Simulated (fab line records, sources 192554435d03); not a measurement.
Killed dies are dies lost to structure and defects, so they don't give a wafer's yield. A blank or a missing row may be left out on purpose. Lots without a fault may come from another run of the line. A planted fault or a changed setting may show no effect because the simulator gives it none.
Which tool did it? | flow n5_finfet | 12 lots, 36 wafers sampled, at 2 steps of a route of 1938

WHAT THE GAUGES READ, wafer by wafer
N5_BEOL_M2_CD_MEAS_18: pitch 36 nm, target cd 18 nm.
lot  | measured     | on        | cd_nm (nm)
L075 | day 6 17:47  | cd_sem-02 | 18.7 18.3 18.1
L077 | day 7 10:02  | cd_sem-01 | 18.3 17.9 18.4
L079 | day 7 18:49  | cd_sem-03 | 18.2 18.2 17.8
L081 | day 8 09:07  | cd_sem-02 | 18.3 18.0 18.7
L082 | day 8 18:28  | cd_sem-03 | 18.5 18.4 18.1
L085 | day 10 01:22 | cd_sem-01 | 17.6 17.4 17.9
L087 | day 10 06:10 | cd_sem-01 | 16.8 17.6 17.4
L089 | day 10 08:43 | cd_sem-02 | 17.5 17.9 17.8
L091 | day 10 19:40 | cd_sem-03 | 18.8 17.5 18.7
L093 | day 11 08:28 | cd_sem-02 | 18.2 18.2 17.4
L095 | day 11 18:43 | cd_sem-02 | 17.9 18.0 18.2
L097 | day 12 20:49 | cd_sem-03 | 18.0 18.1 18.1

WHICH TOOL RAN EACH LOT (tool, then ch and the chambers of the sampled wafers, then the start)
lot  | N5_BEOL_M2_STRIP_19
L075 | rie_diel-01 ch 0,2,3, day 6 17:43
L077 | rie_diel-05 ch 0,1, day 7 09:58
L079 | rie_diel-05 ch 0,1,3, day 7 18:45
L081 | rie_diel-01 ch 0,1,3, day 8 09:03
L082 | rie_diel-01 ch 0,2,3, day 8 18:24
L085 | rie_diel-01 ch 0,1,3, day 10 01:17
L087 | rie_diel-05 ch 0,2, day 10 06:06
L089 | rie_diel-01 ch 0,3, day 10 08:38
L091 | rie_diel-05 ch 1,2,3, day 10 19:36
L093 | rie_diel-03 ch 0,3, day 11 08:24
L095 | rie_diel-05 ch 0,1,3, day 11 18:40
L097 | rie_diel-01 ch 2,3, day 12 20:44
- N5_BEOL_M2_STRIP_19: strips in O2.

THE ANSWER, worked out from the rows above alone
Rule: what is usual is taken from the lots themselves. Put in order of their means at a reading, lots are off if they are a third of the lots or fewer, leave a main group of 4 or more, and stand apart from it by a gap of 3 or more times the standard deviation of the main group's means; of several such gaps the widest counts. A main group whose means are all the same, to the digits that the tables above print for the reading, isn't used. A lot without any number at a reading at which 4 lots or more have one is off too. The other lots that the step has rows for count as sound.
No lot is off at any reading shown: from this, nothing can be told.

WHAT THE SIMULATOR HAD PUT IN
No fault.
